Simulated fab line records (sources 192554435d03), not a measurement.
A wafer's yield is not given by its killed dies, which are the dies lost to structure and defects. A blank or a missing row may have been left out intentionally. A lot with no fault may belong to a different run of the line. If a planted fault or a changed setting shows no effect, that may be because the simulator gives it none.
Matching of chambers / flow n5Finfet / rieDiel-06 running N5_HKMG_FIN_ETCH_67: 3 sister chambers
The step etches SOC in N2/H2, stops on TiN, target depth 388.9 nm. 3 wafers are shown with their chamber, then 6 later ones without.

## WAFERS PAIRED WITH THEIR CHAMBERS
wafer=L091.5; chamber=2; drypumpMotorCurrentA (A)=5.0
wafer=L092.1; chamber=1; drypumpMotorCurrentA (A)=5.8
wafer=L092.2; chamber=0; drypumpMotorCurrentA (A)=6.4

## WAFERS MISSING THEIR CHAMBER
wafer=L092.5; drypumpMotorCurrentA (A)=5.8
wafer=L093.3; drypumpMotorCurrentA (A)=6.4
wafer=L093.6; drypumpMotorCurrentA (A)=5.8
wafer=L097.2; drypumpMotorCurrentA (A)=6.4
wafer=L097.3; drypumpMotorCurrentA (A)=4.9
wafer=L097.6; drypumpMotorCurrentA (A)=4.9

## CHAMBER TAKEN BY EACH
wafer=L092.5; from the rows above=1; in truth=1
wafer=L093.3; from the rows above=0; in truth=0
wafer=L093.6; from the rows above=1; in truth=1
wafer=L097.2; from the rows above=0; in truth=0
wafer=L097.3; from the rows above=2; in truth=2
wafer=L097.6; from the rows above=2; in truth=2
Correct placement for 6 of the 6. From these rows, 0 cannot be placed. Placed wrongly: 0.
How it was worked out, from the rows above alone: a wafer's distance from a chamber is the root of the sum, over the readings, of the square of ((its reading less the chamber's mean) divided by the reading's scatter). If the next closest chamber is less than 2 further off than the closest, the wafer can't be placed; otherwise it belongs to the closest. Each chamber's mean is taken over the wafers shown for it. The scatter: with one shown wafer a chamber, the root of the mean of the squares of how far each hidden wafer lies from its nearest shown one.
